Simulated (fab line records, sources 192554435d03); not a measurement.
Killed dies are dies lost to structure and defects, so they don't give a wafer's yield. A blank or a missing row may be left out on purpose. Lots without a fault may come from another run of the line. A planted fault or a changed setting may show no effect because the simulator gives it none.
fab line records | flow n5_finfet
record lots=23 wafers=69 last_day=17
route steps=1938 shown BEOL_M3@974
lots that met no fault: from a run of the same line without faults
start_h: hours from the record's first day to the start of the lot's first wafer shown | wait_h: hours since the lot's step before | " the same as in the row above | L1.1+2: a row that stands for several wafers | - no value, or no start given | * or withheld: withheld | < > ~ a bound
route shown NAME@n: a module of which the file shows steps, and the number in the route of the first | usual: mean/standard deviation of fault-free wafers | same: alike in all rows | chamber/n: place in a boat | sites: the reading at each site | _std_site: their standard deviation | _edge_site: outer sites' mean less inner sites' | radius_mm: how far each site lies from the wafer's centre | mask NAME#n: copy n | behind: the tool/chamber that last shaped the wafer | hold: why the lot was held/for how many hours/how that ended | device: the transistor (n, p or np) that didn't switch | end of line: the same wafers' tests at the end of the route | a step without rows: its recipe alone | killed: dies lost to structure and defects at the first sort, not the wafer's yield | map: a wafer's dies, x killed, . not, _ none there
set.NAME: the setting as run; set.NAME@STEP: as run at that earlier step | model.NAME: the simulator's own value behind a step, which no gauge read
steps of the route over a sample of lots; a table a step, a row a wafer
services: from which hour (start_h, from the record's first day; less than 0 if before it) a tool's chamber was out of use, for how many hours, and why
## steps
# step N5_BEOL_M3_ETCH_70
# recipe chemistry=N2/H2 target=SOC target_depth_a=800 overetch_a=160 mask_material=SiARC temp_c=40 time_s=120 ion_energy_ev=200 pressure_mtorr=30 source_w=840 bias_w=150 n2_flow_sccm=200 h2_flow_sccm=200
# usual drypump_motor_current_A=5.5/0.51 oes_product_au=0.61/0.074 rf_fwd_power_W=835/3.1 rf_vpp_V=524.1/2.7 showerhead_plenum_p_Torr=2.56/0.093 throttle_valve_pct=17.75/0.25
# columns lot.wafer tool chamber start_h wait_h drypump_motor_current_A oes_product_au rf_fwd_power_W rf_hours_counter_h rf_vpp_V showerhead_plenum_p_Torr throttle_valve_pct
L074.1 rie_diel-04 0 143.85 0.0 5.4 0.75 836 3 521.4 2.50 17.53
L074.3 " 1 " " 5.1 0.53 837 237 527.0 2.62 17.89
L074.6 " 0 " " 5.4 0.74 834 - 522.2 2.49 17.51
L076.1 rie_diel-02 0 155.65 0.0 6.5 0.53 833 241 524.8 2.61 17.81
L076.4 " 1 " " 5.6 0.57 836 150 526.7 2.63 17.74
L076.6 " 0 " " 6.5 0.53 835 - 526.4 2.62 17.81
L077.2 rie_diel-04 0 179.33 0.0 5.4 0.71 836 15 522.0 2.49 17.55
L077.3 " 3 " " 5.9 0.55 831 213 519.0 2.40 18.09
L077.5 " 3 " " 5.9 0.54 832 - 518.8 2.40 18.10
L079.2 rie_diel-02 1 182.95 0.0 5.6 0.57 833 159 526.8 2.62 17.75
L079.4 " 3 " " 4.9 0.67 840 42 522.1 2.49 17.90
L079.6 " 3 " " 4.9 0.67 839 - 522.9 2.49 17.90
L078.1 rie_diel-02 2 185.24 0.0 5.1 0.54 834 207 523.1 2.54 17.79
L078.2 " 0 " " 6.5 0.52 835 250 525.6 2.61 17.82
L078.5 " 1 " " 5.6 0.56 830 - 526.5 2.62 17.77
L080.1 rie_diel-01 0 188.36 0.0 5.4 0.63 838 80 528.4 2.68 17.76
L080.4 " 0 " " 5.3 0.64 836 - 527.8 2.68 17.76
L080.5 " 3 " " 5.7 0.54 835 - 525.6 2.62 17.68
L081.3 rie_diel-04 0 189.84 0.0 5.4 0.71 839 18 522.5 2.49 17.54
L081.5 " 3 " " 5.9 0.53 833 - 518.2 2.40 18.08
L081.6 " 0 " " 5.4 0.71 837 - 523.4 2.49 17.57
L082.1 rie_diel-04 3 191.39 0.0 5.9 0.54 830 218 520.6 2.40 18.07
L082.2 " 0 " " 5.4 0.71 831 19 522.9 2.49 17.57
L082.5 " 0 " " 5.4 0.72 830 - 521.4 2.49 17.55
L083.2 rie_diel-01 2 194.32 0.0 5.4 0.55 833 184 524.0 2.55 18.11
L083.3 " 3 " " 5.7 0.53 832 199 525.7 2.62 17.67
L083.4 " 1 " " 6.0 0.75 834 5 522.9 2.48 17.08
L084.1 rie_diel-01 3 197.56 0.0 5.7 0.53 834 200 525.0 2.62 17.68
L084.2 " 0 " " 5.3 0.62 832 84 527.4 2.68 17.79
L084.3 " 1 " " 6.0 0.74 838 6 523.2 2.48 17.09
L085.1 rie_diel-02 1 217.08 0.0 5.6 0.56 833 170 526.5 2.62 17.77
L085.2 " 2 " " 5.1 0.54 832 217 522.5 2.53 17.82
L085.3 " 3 " " 5.0 0.65 834 53 521.4 2.48 17.92
L086.1 rie_diel-02 2 228.21 0.0 5.1 0.55 841 221 523.1 2.53 17.83
L086.2 " 1 " " 5.6 0.57 841 175 526.0 2.62 17.78
L086.4 " 3 " " 5.0 0.65 832 - 521.0 2.48 17.93
L087.1 rie_diel-02 3 231.60 0.0 5.0 0.64 833 58 521.6 2.48 17.92
L087.5 " 1 " " 5.6 0.56 836 - 526.0 2.61 17.80
L087.6 " 0 " " 6.5 0.72 839 - 523.9 2.61 17.34
L088.2 rie_diel-01 2 231.66 0.0 5.4 0.55 832 194 523.7 2.54 18.15
L088.3 " 3 " " 5.7 0.53 836 209 524.8 2.61 17.67
L088.5 " 0 " " 5.3 0.63 838 - 525.8 2.68 17.79
L089.2 rie_diel-04 0 241.60 0.0 5.4 0.69 834 35 523.1 2.48 17.59
L089.5 " 1 " " 5.1 0.72 836 - 525.8 2.61 17.48
L089.6 " 0 " " 5.4 0.69 838 - 521.2 2.48 17.58
L090.1 rie_diel-04 1 242.99 0.0 5.1 0.72 836 14 528.2 2.61 17.49
L090.3 " 3 " " 5.9 0.53 838 235 519.0 2.39 18.13
L090.4 " 2 " " 4.8 0.66 840 44 528.3 2.71 17.71
L091.1 rie_diel-02 3 243.15 0.0 5.0 0.64 840 62 521.4 2.48 17.94
L091.2 " 2 " " 5.1 0.53 835 227 522.5 2.53 17.84
L091.6 " 3 " " 5.0 0.64 839 - 521.7 2.48 17.94
L092.1 rie_diel-04 3 253.87 0.0 6.0 0.53 833 238 521.4 2.39 18.12
L092.2 " 1 " " 5.1 0.71 835 17 524.7 2.61 17.49
L092.4 " 0 " " 5.4 0.68 832 38 522.2 2.48 17.58
L093.2 rie_diel-01 0 260.10 0.0 5.3 0.62 833 103 526.7 2.67 17.82
L093.5 " 1 " " 6.0 0.70 834 - 523.3 2.47 17.15
L093.6 " 2 " " 5.4 0.54 840 - 524.0 2.54 18.15
L094.3 rie_diel-02 3 269.33 0.0 5.0 0.63 834 70 521.6 2.47 17.95
L094.4 " 3 " " 5.0 0.64 840 - 522.3 2.47 17.96
L094.5 " 0 " " 6.4 0.70 830 - 524.9 2.60 17.35
L095.1 rie_diel-02 0 277.35 0.0 6.5 0.68 832 19 525.7 2.60 17.36
L095.2 " 3 " " 5.0 0.63 833 73 521.0 2.47 17.95
L095.6 " 0 " " 6.5 0.68 834 - 524.7 2.60 17.35
L096.1 rie_diel-04 0 282.37 0.0 5.3 0.67 836 46 524.2 2.48 17.60
L096.2 " 2 " " 4.7 0.64 838 54 527.8 2.70 17.71
L096.5 " 3 " " 5.9 0.52 831 - 520.9 2.39 18.15
L097.1 rie_diel-04 1 286.52 0.0 5.1 0.70 839 26 524.0 2.60 17.51
L097.2 " 3 " " 6.0 0.52 832 246 518.9 2.39 18.14
L097.5 " 2 " " 4.7 0.65 831 - 528.0 2.70 17.74
# step N5_BEOL_M3_STRIP_97
# recipe chemistry=N2/H2 time_s=10 power_w=450 temp_c=40 pressure_mtorr=20 rf_frequency_hz=6e+07 bias_power_w=7 n2_flow_sccm=200 h2_flow_sccm=200
# usual drypump_motor_current_A=5.5/0.51 oes_product_au=0.81/0.1 rf_vpp_V=59.2/0.86 showerhead_plenum_p_Torr=2.55/0.093 throttle_valve_pct=23.57/0.26
# columns lot.wafer tool chamber start_h wait_h drypump_motor_current_A oes_product_au rf_hours_counter_h rf_vpp_V showerhead_plenum_p_Torr throttle_valve_pct
L074.1 rie_diel-04 0 - - 5.4 0.99 3 57.8 2.49 23.37
L074.3 " 1 " " 5.1 0.69 237 58.9 2.61 23.76
L074.6 " 0 " " 5.4 0.98 - 59.0 2.49 23.39
L076.1 rie_diel-02 0 - - 6.5 0.69 241 59.6 2.61 23.71
L076.4 " 1 " " 5.6 0.76 150 59.3 2.62 23.42
L076.6 " 0 " " 6.5 0.69 - 59.8 2.61 23.72
L077.2 rie_diel-04 0 - - 5.4 0.94 15 59.5 2.49 23.39
L077.3 " 3 " " 5.9 0.70 213 58.3 2.40 23.77
L077.5 " 3 " " 5.9 0.70 - 58.8 2.40 23.77
L079.2 rie_diel-02 1 - - 5.6 0.75 159 59.2 2.62 23.42
L079.4 " 3 " " 4.9 0.87 42 57.9 2.48 23.87
L079.6 " 3 " " 4.9 0.88 - 57.8 2.48 23.87
L078.1 rie_diel-02 2 - - 5.2 0.72 207 58.8 2.53 23.63
L078.2 " 0 " " 6.5 0.69 250 59.2 2.61 23.73
L078.5 " 1 " " 5.6 0.76 - 60.5 2.62 23.42
L080.1 rie_diel-01 0 - - 5.3 0.83 80 59.2 2.68 23.59
L080.4 " 0 " " 5.3 0.82 - 60.3 2.68 23.60
L080.5 " 3 " " 5.7 0.70 - 59.3 2.61 23.32
L081.3 rie_diel-04 0 - - 5.4 0.93 18 58.6 2.48 23.39
L081.5 " 3 " " 5.9 0.70 - 58.9 2.40 23.80
L081.6 " 0 " " 5.4 0.92 - 59.3 2.48 23.39
L082.1 rie_diel-04 3 - - 5.9 0.70 218 57.9 2.40 23.78
L082.2 " 0 " " 5.4 0.92 19 59.8 2.48 23.40
L082.5 " 0 " " 5.4 0.93 - 60.1 2.48 23.40
L083.2 rie_diel-01 2 - - 5.4 0.70 184 59.2 2.54 23.94
L083.3 " 3 " " 5.7 0.70 199 60.1 2.61 23.33
L083.4 " 1 " " 6.0 0.99 5 57.8 2.47 22.76
L084.1 rie_diel-01 3 - - 5.7 0.70 200 60.3 2.61 23.34
L084.2 " 0 " " 5.3 0.82 84 59.8 2.68 23.59
L084.3 " 1 " " 6.0 0.97 6 59.1 2.47 22.77
L085.1 rie_diel-02 1 - - 5.6 0.74 171 59.1 2.61 23.46
L085.2 " 2 " " 5.1 0.71 217 60.4 2.53 23.66
L085.3 " 3 " " 4.9 0.86 53 58.3 2.48 23.91
L086.1 rie_diel-02 2 - - 5.1 0.71 222 58.8 2.52 23.65
L086.2 " 1 " " 5.6 0.74 175 59.8 2.61 23.45
L086.4 " 3 " " 5.0 0.85 - 59.2 2.47 23.90
L087.1 rie_diel-02 3 - - 5.0 0.86 58 59.7 2.47 23.88
L087.5 " 1 " " 5.6 0.74 - 59.9 2.61 23.45
L087.6 " 0 " " 6.5 0.95 - 59.2 2.60 23.24
L088.2 rie_diel-01 2 - - 5.4 0.70 194 58.8 2.54 23.97
L088.3 " 3 " " 5.7 0.69 209 58.2 2.61 23.33
L088.5 " 0 " " 5.3 0.81 - 59.4 2.67 23.62
L089.2 rie_diel-04 0 - - 5.4 0.91 35 59.2 2.48 23.43
L089.5 " 1 " " 5.1 0.96 - 61.3 2.60 23.42
L089.6 " 0 " " 5.4 0.90 - 59.2 2.48 23.41
L090.1 rie_diel-04 1 - - 5.1 0.97 14 60.2 2.60 23.41
L090.3 " 3 " " 5.9 0.68 235 59.0 2.39 23.81
L090.4 " 2 " " 4.7 0.87 44 59.3 2.71 23.62
L091.1 rie_diel-02 3 - - 5.0 0.83 62 59.8 2.47 23.90
L091.2 " 2 " " 5.1 0.70 227 59.4 2.52 23.64
L091.6 " 3 " " 5.0 0.84 - 58.6 2.47 23.92
L092.1 rie_diel-04 3 - - 5.9 0.68 238 59.2 2.39 23.79
L092.2 " 1 " " 5.1 0.96 17 60.6 2.60 23.41
L092.4 " 0 " " 5.4 0.90 38 59.7 2.48 23.42
L093.2 rie_diel-01 0 - - 5.3 0.79 103 59.1 2.67 23.62
L093.5 " 1 " " 6.0 0.93 - 59.4 2.46 22.78
L093.6 " 2 " " 5.4 0.69 - 59.4 2.54 23.96
L094.3 rie_diel-02 3 - - 5.0 0.83 70 58.4 2.47 23.91
L094.4 " 3 " " 4.9 0.83 - 57.8 2.47 23.90
L094.5 " 0 " " 6.5 0.92 - 60.8 2.60 23.24
L095.1 rie_diel-02 0 - - 6.5 0.90 20 58.3 2.60 23.28
L095.2 " 3 " " 5.0 0.84 73 59.9 2.47 23.92
L095.6 " 0 " " 6.5 0.91 - 58.7 2.60 23.27
L096.1 rie_diel-04 0 - - 5.4 0.88 46 58.9 2.47 23.41
L096.2 " 2 " " 4.7 0.85 54 58.8 2.70 23.62
L096.5 " 3 " " 6.0 0.67 - 58.1 2.39 23.84
L097.1 rie_diel-04 1 - - 5.1 0.92 26 59.5 2.60 23.43
L097.2 " 3 " " 5.9 0.68 246 57.0 2.39 23.82
L097.5 " 2 " " 4.7 0.85 - 58.5 2.70 23.65
# step N5_BEOL_M3_ALD_84
# recipe material=TaN target_thk_a=* temp_c=275 ald_precursor_family=PDMAT ald_co_reactant=NH3 pressure_torr=3 carrier_flow_sccm=1500 pulse_time_s=2 purge_time_s=3 co_reactant_purge_time_s=2 co_reactant_pulse_time_s=3 ald_cycles=30 precursor_vessel_temp_c=75 precursor_vessel_pressure_torr=26.25 precursor_vessel_carrier_sccm=1000
# usual heater_power_outer_w=222/24 heater_power_w=407/30 mfc_carrier_sccm=1500/4.6 precursor_vessel_temp_c=75.01/0.11
# columns lot.wafer tool chamber start_h wait_h heater_power_outer_w heater_power_w mfc_carrier_sccm precursor_vessel_temp_c
L074.1 ald_metal-03 1 145.32 0.3 248 432 1501 74.93
L074.3 " 3 " " 229 409 1498 75.14
L074.6 " 3 " " 225 418 1499 75.13
L076.1 ald_metal-02 1 156.31 0.0 206 413 1503 74.87
L076.4 " 0 " " 226 408 1499 74.88
L076.6 " 2 " " 219 389 1501 75.04
L077.2 ald_metal-02 0 180.47 0.1 221 404 1486 75.06
L077.3 " 2 " " 216 385 1493 75.21
L077.5 " 2 " " 214 392 1503 75.06
L079.2 ald_metal-04 3 185.52 0.0 209 388 1501 74.86
L079.4 " 0 " " 225 392 1496 75.12
L079.6 " 0 " " 221 402 1496 75.24
L078.1 ald_metal-04 3 186.03 0.0 210 386 1497 74.92
L078.2 " 0 " " 216 404 1501 75.20
L078.5 " 3 " " 211 387 1496 74.97
L080.1 ald_metal-04 3 189.03 0.1 206 395 1499 75.16
L080.4 " 0 " " 222 398 1503 74.98
L080.5 " 1 " " 226 421 1511 75.01
L081.3 ald_metal-02 3 191.62 0.0 180 342 1503 74.94
L081.5 " 2 " " 219 383 1499 75.05
L081.6 " 1 " " 207 421 1502 75.04
L082.1 ald_metal-02 0 192.46 0.1 223 397 1516 75.41
L082.2 " 1 " " 208 403 1496 75.13
L082.5 " 3 " " 178 348 1494 75.12
L083.2 ald_metal-02 0 195.51 0.0 227 402 1504 74.80
L083.3 " 3 " " 175 357 1500 74.91
L083.4 " 2 " " 214 395 1492 74.94
L084.1 ald_metal-03 3 198.67 0.1 225 405 1502 75.15
L084.2 " 0 " " 259 451 1496 75.04
L084.3 " 1 " " 245 438 1498 75.04
L085.1 ald_metal-02 1 218.50 0.0 205 405 1499 75.26
L085.2 " 2 " " 214 388 1505 74.86
L085.3 " 0 " " 219 398 1502 75.07
L086.1 ald_metal-04 0 229.20 0.0 223 390 1498 75.17
L086.2 " 3 " " 203 398 1502 75.10
L086.4 " 1 " " 225 415 1500 75.05
L087.1 ald_metal-02 2 232.40 0.1 214 394 1500 75.14
L087.5 " 0 " " 228 403 1505 74.81
L087.6 " 1 " " 204 413 1509 74.93
L088.2 ald_metal-04 0 232.48 0.1 216 405 1497 74.97
L088.3 " 3 " " 205 386 1493 74.91
L088.5 " 0 " " 220 393 1500 75.11
L089.2 ald_metal-03 1 243.37 0.0 241 437 1504 75.02
L089.5 " 2 " " 264 465 1504 75.04
L089.6 " 1 " " 246 421 1499 75.07
L090.1 ald_metal-03 2 243.79 0.0 269 460 1497 74.98
L090.3 " 0 " " 260 446 1500 75.06
L090.4 " 1 " " 246 437 1504 75.15
L091.1 ald_metal-02 1 243.93 0.1 202 401 1501 75.03
L091.2 " 3 " " 175 350 1508 74.94
L091.6 " 1 " " 207 405 1497 74.86
L092.1 ald_metal-03 1 255.02 0.2 238 429 1501 75.06
L092.2 " 2 " " 271 473 1502 74.95
L092.4 " 0 " " 264 439 1506 75.04
L093.2 ald_metal-02 2 261.01 0.0 211 392 1496 74.98
L093.5 " 2 " " 215 394 1496 75.00
L093.6 " 1 " " 207 410 1501 74.84
L094.3 ald_metal-04 0 270.20 0.1 220 397 1500 74.95
L094.4 " 2 " " 203 378 1493 74.94
L094.5 " 1 " " 221 414 1500 74.99
L095.1 ald_metal-03 0 278.33 0.1 264 454 1504 75.09
L095.2 " 2 " " 269 461 1497 75.21
L095.6 " 1 " " 249 429 1506 74.81
L096.1 ald_metal-03 0 283.54 0.1 259 449 1499 74.87
L096.2 " 2 " " 264 465 1504 74.82
L096.5 " 1 " " 247 421 1500 75.01
L097.1 ald_metal-04 1 287.22 0.0 234 409 1497 75.13
L097.2 " 2 " " 196 375 1497 74.87
L097.5 " 3 " " 212 380 1501 75.06
# step N5_BEOL_M3_SPUTTER_79
# recipe material=Cu target_thk_a=45 temp_c=-20 chamber_pressure_pa=0.07 power_w=withheld time_s=8.29
# usual throttle_valve_pct=30.3/1.1
# columns lot.wafer tool chamber start_h wait_h throttle_valve_pct
L074.1 pvd_sputter-02 - 146.53 0.1 30.6
L074.3 " - " " 31.7
L074.6 " - " " 30.4
L076.1 pvd_sputter-02 - 156.98 0.1 30.4
L076.4 " - " " 31.5
L076.6 " - " " 29.2
L077.2 pvd_sputter-03 - 182.29 0.1 29.1
L077.3 " - " " 28.7
L077.5 " - " " 31.7
L079.2 pvd_sputter-01 - 186.33 0.1 29.5
L079.4 " - " " 30.9
L079.6 " - " " 31.2
L078.1 pvd_sputter-03 - 186.78 0.1 30.1
L078.2 " - " " 31.7
L078.5 " - " " 28.3
L080.1 pvd_sputter-02 - 189.94 0.1 29.8
L080.4 " - " " 29.0
L080.5 " - " " 31.4
L081.3 pvd_sputter-03 - 192.44 0.1 29.2
L081.5 " - " " 30.2
L081.6 " - " " 28.1
L082.1 pvd_sputter-01 - 193.22 0.1 30.9
L082.2 " - " " 31.8
L082.5 " - " " 31.3
L083.2 pvd_sputter-03 - 196.32 0.1 30.2
L083.3 " - " " 29.3
L083.4 " - " " 28.3
L084.1 pvd_sputter-02 - 199.56 0.1 30.1
L084.2 " - " " 30.0
L084.3 " - " " 31.3
L085.1 pvd_sputter-02 - 219.51 0.1 29.6
L085.2 " - " " 29.0
L085.3 " - " " 31.5
L086.1 pvd_sputter-01 - 230.28 0.1 31.1
L086.2 " - " " 31.5
L086.4 " - " " 31.3
L087.1 pvd_sputter-03 - 233.25 0.1 29.2
L087.5 " - " " 30.3
L087.6 " - " " 31.9
L088.2 pvd_sputter-01 - 233.26 0.1 29.6
L088.3 " - " " 31.1
L088.5 " - " " 29.4
L089.2 pvd_sputter-02 - 244.07 0.1 31.7
L089.5 " - " " 29.8
L089.6 " - " " 31.7
L090.1 pvd_sputter-03 - 244.68 0.1 30.0
L090.3 " - " " 31.7
L090.4 " - " " 28.5
L091.1 pvd_sputter-02 - 245.99 0.1 29.2
L091.2 " - " " 31.4
L091.6 " - " " 31.6
L092.1 pvd_sputter-02 - 255.88 0.1 29.3
L092.2 " - " " 30.0
L092.4 " - " " 31.6
L093.2 pvd_sputter-03 - 262.11 0.1 28.6
L093.5 " - " " 31.9
L093.6 " - " " 30.2
L094.3 pvd_sputter-02 - 271.01 0.1 28.9
L094.4 " - " " 29.9
L094.5 " - " " 29.0
L095.1 pvd_sputter-01 - 279.20 0.1 30.9
L095.2 " - " " 29.6
L095.6 " - " " 29.5
L096.1 pvd_sputter-01 - 284.45 0.1 30.8
L096.2 " - " " 29.3
L096.5 " - " " 30.9
L097.1 pvd_sputter-03 - 288.23 0.1 31.8
L097.2 " - " " 28.3
L097.5 " - " " 31.8
# step N5_BEOL_M3_ANNEAL_89
# recipe temp_c=400 time_s=240 ambient=vacuum
# usual heater_power_w=905/130
# columns lot.wafer tool chamber start_h wait_h heater_power_w
L074.1 pvd_sputter-02 - 147.27 0.0 758
L074.3 " - " " 923
L074.6 " - " " 766
L076.1 pvd_sputter-02 - 157.72 0.0 794
L076.4 " - " " 901
L076.6 " - " " 1149
L077.2 pvd_sputter-03 - 183.03 0.0 975
L077.3 " - " " 780
L077.5 " - " " 963
L079.2 pvd_sputter-01 - 187.07 0.0 861
L079.4 " - " " 1055
L079.6 " - " " 1085
L078.1 pvd_sputter-03 - 187.52 0.0 695
L078.2 " - " " 942
L078.5 " - " " 770
L080.1 pvd_sputter-02 - 190.68 0.0 898
L080.4 " - " " 1150
L080.5 " - " " 917
L081.3 pvd_sputter-03 - 193.18 0.0 972
L081.5 " - " " 689
L081.6 " - " " 774
L082.1 pvd_sputter-01 - 193.96 0.0 1027
L082.2 " - " " 1040
L082.5 " - " " 1063
L083.2 pvd_sputter-03 - 197.06 0.0 693
L083.3 " - " " 966
L083.4 " - " " 785
L084.1 pvd_sputter-02 - 200.30 0.0 759
L084.2 " - " " 883
L084.3 " - " " 916
L085.1 pvd_sputter-02 - 220.25 0.0 897
L085.2 " - " " 1128
L085.3 " - " " 939
L086.1 pvd_sputter-01 - 231.02 0.0 1061
L086.2 " - " " 1004
L086.4 " - " " 830
L087.1 pvd_sputter-03 - 233.99 0.0 968
L087.5 " - " " 690
L087.6 " - " " 952
L088.2 pvd_sputter-01 - 234.00 0.0 885
L088.3 " - " " 830
L088.5 " - " " 889
L089.2 pvd_sputter-02 - 244.81 0.0 924
L089.5 " - " " 871
L089.6 " - " " 937
L090.1 pvd_sputter-03 - 245.42 0.0 692
L090.3 " - " " 961
L090.4 " - " " 785
L091.1 pvd_sputter-02 - 246.73 0.0 1159
L091.2 " - " " 926
L091.6 " - " " 909
L092.1 pvd_sputter-02 - 256.62 0.0 1155
L092.2 " - " " 747
L092.4 " - " " 923
L093.2 pvd_sputter-03 - 262.85 0.0 775
L093.5 " - " " 933
L093.6 " - " " 692
L094.3 pvd_sputter-02 - 271.75 0.0 1155
L094.4 " - " " 902
L094.5 " - " " 1125
L095.1 pvd_sputter-01 - 279.94 0.0 1050
L095.2 " - " " 885
L095.6 " - " " 904
L096.1 pvd_sputter-01 - 285.19 0.0 853
L096.2 " - " " 915
L096.5 " - " " 1066
L097.1 pvd_sputter-03 - 288.97 0.0 963
L097.2 " - " " 769
L097.5 " - " " 949
# step N5_BEOL_M3_CMP_52
# recipe stop_on=SiOC t_overpolish_s=6.8 down_force_psi=1 platen_rpm=50 clearing_platen_down_force_psi=1.5 clearing_platen_rpm=50 post_cmp_clean=cu_alkaline target_thk_nm=40 clearing_platen_pad_velocity_m_s=0.99484 pad_velocity_m_s=0.99484
# usual barrier_field_endpoint_s=24.7/0.56 clearing_platen_rpm=50.000/0.028 edge_zone_pressure_frac=1.001/0.0043 motor_current_A=6.1/0.55 overpolish_run_s=6.800/0.0086 retaining_ring_pressure_frac=1.000/0.0049 time_to_endpoint_s=63/3.2
# columns lot.wafer tool chamber start_h wait_h barrier_field_endpoint_s clearing_platen_rpm edge_zone_pressure_frac motor_current_A overpolish_run_s retaining_ring_pressure_frac time_to_endpoint_s
L074.1 cmp-02 0 148.91 0.4 24.1 50.020 1.006 6.1 6.779 1.000 62
L074.3 " 2 " " 23.6 50.015 0.995 5.7 6.813 0.996 61
L074.6 " 1 " " 24.9 49.978 0.999 6.4 6.785 1.004 67
L076.1 cmp-04 0 159.01 0.3 25.1 49.915 0.995 6.2 6.798 0.994 65
L076.4 " 2 " " 25.0 50.040 1.001 5.5 6.798 0.998 66
L076.6 " 0 " " 25.0 49.979 0.995 6.4 6.812 0.995 64
L077.2 cmp-02 1 184.32 0.2 25.1 49.986 1.004 6.5 6.812 0.995 66
L077.3 " 0 " " 23.4 49.941 1.007 6.4 6.803 1.007 61
L077.5 " 1 " " 25.3 49.978 1.004 6.5 6.801 0.997 63
L079.4 cmp-01 1 188.47 0.2 24.4 49.980 1.001 5.8 6.800 1.002 60
L079.2 " 2 " " 22.5 49.997 0.996 5.4 6.807 1.007 57
L079.6 " 3 " " 24.7 49.964 0.997 7.4 6.800 1.000 57
L078.1 cmp-02 1 188.94 0.4 25.1 50.007 0.999 6.4 6.790 1.001 69
L078.2 " 2 " " 25.0 49.979 0.999 5.6 6.808 0.998 66
L078.5 " 1 " " 25.9 50.015 1.003 6.3 6.805 1.000 68
L080.1 cmp-04 3 191.99 0.3 24.1 50.012 1.002 7.1 6.798 1.004 57
L080.4 " 0 " " 24.8 50.044 1.000 6.1 6.797 1.004 57
L080.5 " 0 " " 23.8 50.010 0.999 5.8 6.798 1.002 57
L081.3 cmp-04 2 194.51 0.2 24.2 50.029 1.001 5.6 6.783 1.000 58
L081.5 " 1 " " 25.0 49.989 1.007 5.4 6.807 1.007 59
L081.6 " 2 " " 24.9 49.947 1.000 5.5 6.794 1.005 65
L082.1 cmp-02 1 195.25 0.3 25.2 50.031 0.999 6.6 6.774 1.004 65
L082.2 " 2 " " 24.5 49.969 1.000 5.5 6.805 1.003 62
L082.5 " 1 " " 25.3 50.039 0.999 6.7 6.809 0.999 64
L083.3 cmp-04 1 198.35 0.2 24.4 50.014 1.001 6.0 6.805 0.999 59
L083.2 " 2 " " 24.8 50.024 1.005 5.6 6.816 0.998 61
L083.4 " 3 " " 24.8 50.023 0.993 6.8 6.803 1.002 60
L084.2 cmp-02 1 202.05 0.4 24.9 50.007 1.001 6.2 6.795 1.009 63
L084.3 " 2 " " 24.8 50.009 1.004 5.3 6.799 0.999 63
L084.1 " 0 " " 24.0 50.036 0.991 6.3 6.801 0.994 61
L085.3 cmp-02 1 221.81 0.3 25.4 50.001 0.998 6.6 6.809 0.998 67
L085.1 " 2 " " 24.8 49.991 0.999 5.7 6.804 0.998 63
L085.2 " 0 " " 25.1 50.005 1.001 6.6 6.816 1.002 64
L086.4 cmp-04 0 232.44 0.2 25.7 49.973 1.003 5.9 6.787 1.001 63
L086.2 " 1 " " 25.1 49.991 1.003 5.7 6.783 0.994 62
L086.1 " 3 " " 24.7 50.012 1.003 7.3 6.812 1.004 65
L088.2 cmp-01 2 235.29 0.2 23.8 50.004 1.001 5.4 6.791 1.007 56
L088.3 " 3 " " 24.2 50.040 0.998 7.1 6.792 1.002 62
L088.5 " 3 " " 25.0 50.024 1.007 7.4 6.803 1.010 62
L087.1 cmp-02 3 235.36 0.3 24.5 50.039 1.002 5.4 6.794 1.004 60
L087.6 " 1 " " 25.4 49.996 0.997 6.1 6.801 1.002 67
L087.5 " 2 " " 25.2 50.021 0.998 5.4 6.798 0.993 65
L089.2 cmp-01 2 246.18 0.3 23.7 49.993 0.997 5.5 6.795 0.995 57
L089.6 " 0 " " 24.4 50.002 1.013 6.0 6.799 1.002 63
L089.5 " 1 " " 25.0 50.010 1.006 5.8 6.800 0.994 62
L090.4 cmp-02 3 246.93 0.2 24.8 50.013 1.001 5.6 6.792 1.009 57
L090.3 " 0 " " 24.5 50.054 0.999 6.6 6.798 0.995 60
L090.1 " 1 " " 25.1 50.045 1.001 6.5 6.809 1.003 63
L091.2 cmp-04 2 248.11 0.3 24.7 50.008 1.004 5.4 6.792 1.006 69
L091.1 " 3 " " 24.9 49.967 1.003 7.2 6.803 0.993 69
L091.6 " 0 " " 24.9 49.964 0.999 6.0 6.792 0.998 67
L092.1 cmp-04 0 257.93 0.3 25.4 49.984 1.001 6.4 6.807 0.998 67
L092.4 " 2 " " 25.0 50.006 1.002 5.6 6.787 1.002 67
L092.2 " 3 " " 24.8 49.961 1.003 7.4 6.805 0.994 66
L093.2 cmp-02 0 264.22 0.3 24.3 50.051 1.004 6.6 6.799 1.001 59
L093.5 " 2 " " 24.6 50.015 1.005 5.8 6.823 0.997 60
L093.6 " 3 " " 24.3 50.030 1.010 5.4 6.806 1.001 58
L094.4 cmp-04 3 273.21 0.1 25.5 50.050 1.001 7.3 6.783 1.000 66
L094.3 " 1 " " 24.6 49.972 1.001 5.9 6.805 1.007 65
L094.5 " 3 " " 24.7 50.004 1.005 7.2 6.806 1.005 63
L095.1 cmp-02 2 281.25 0.3 24.4 49.983 0.999 5.6 6.809 0.999 59
L095.2 " 1 " " 25.3 49.980 0.997 6.4 6.805 1.000 66
L095.6 " 2 " " 24.9 50.019 1.005 5.4 6.817 0.998 62
L096.2 cmp-01 1 286.76 0.4 25.1 49.997 1.001 5.8 6.803 0.991 63
L096.1 " 0 " " 24.6 50.002 1.002 5.8 6.802 0.997 60
L096.5 " 1 " " 25.0 50.018 1.001 6.0 6.797 1.009 64
L097.2 cmp-02 1 290.29 0.2 24.6 49.988 0.998 6.5 6.782 0.998 66
L097.1 " 2 " " 24.8 49.994 0.999 5.5 6.799 0.993 65
L097.5 " 1 " " 25.1 49.998 0.998 6.5 6.798 1.005 65
## services
# columns tool chamber start_h hours kind
cmp-02 - 136.64 2.2 repair
cmp-04 - 146.70 6.9 pm
ald_metal-03 0 149.94 1.9 repair
cmp-01 - 153.65 4.2 pm
cmp-01 - 157.95 2.1 repair
rie_diel-04 1 178.16 - clean
rie_diel-04 1 178.16 - consumable_replace:focus_ring
rie_diel-04 1 178.16 17.2 scheduled_down
rie_diel-04 1 178.16 17.2 vent_cycle
rie_diel-01 1 187.31 5.4 repair
cmp-01 - 189.59 0.3 repair
cmp-01 - 193.67 4.0 pm
cmp-04 - 206.70 4.0 pm
cmp-02 - 208.01 1.8 repair
ald_metal-04 1 211.16 6.9 repair
cmp-04 - 217.95 6.5 repair
cmp-01 - 218.47 1.5 repair
ald_metal-03 3 219.06 25.0 repair
rie_diel-02 0 227.10 2.8 repair
cmp-01 - 241.90 1.7 repair
cmp-01 - 256.66 12.8 pm
rie_diel-02 1 264.14 12.0 repair
ald_metal-02 3 271.11 12.5 repair
ald_metal-03 3 274.16 3.4 repair
## key
fault none
